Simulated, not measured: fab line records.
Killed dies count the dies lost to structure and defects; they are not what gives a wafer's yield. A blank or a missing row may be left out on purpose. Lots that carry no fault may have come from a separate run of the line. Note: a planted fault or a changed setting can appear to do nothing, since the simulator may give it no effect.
Chamber matching    flow n5-finfet    rie-diel-01 running N5_HKMG_FIN_ETCH_67: 4 sister chambers
The step etches SOC in N2/H2, stops on TiN, target depth 388.9 nm. 8 wafers are shown with their chamber, then 8 later ones without.

## WAFERS WITH THEIR CHAMBER
wafer   chamber  showerhead-plenum-p-Torr (Torr)  throttle-valve-pct (%)
L081.2  2        2.42                             18.38
L081.6  3        2.69                             18.08
L083.2  2        2.41                             18.36
L083.5  1        2.44                             17.87
L084.4  3        2.69                             18.10
L090.5  1        2.43                             17.91
L090.6  0        2.59                             17.64
L091.2  0        2.59                             17.62

## WAFERS WHOSE CHAMBER IS MISSING
wafer   showerhead-plenum-p-Torr (Torr)  throttle-valve-pct (%)
L091.3  2.68                             18.11
L091.5  2.43                             17.93
L095.1  2.67                             18.14
L095.3  2.42                             17.94
L095.5  2.42                             17.92
L097.2  2.72                             18.01
L097.3  2.42                             17.95
L097.4  2.67                             18.15

## EACH ONE'S CHAMBER
wafer    from the rows above   in truth
L091.3   3                     3
L091.5   1                     1
L095.1   3                     3
L095.3   1                     1
L095.5   1                     1
L097.2   3                     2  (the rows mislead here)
L097.3   1                     1
L097.4   3                     3
Placed correctly: 7 of 8. Number that these rows cannot place: 0. Number placed wrongly: 1.
How it was worked out, from the rows above alone: a wafer's distance from a chamber is the root of the sum, over the readings, of the square of ((its reading less the chamber's mean) divided by the reading's scatter). If the next closest chamber is less than 2 further off than the closest, the wafer can't be placed; otherwise it belongs to the closest. For every chamber, the mean is computed from those of its wafers that are shown. The scatter: the root of (the sum of the squares of (reading less its chamber's mean) over the shown wafers, divided by (wafers less chambers)).
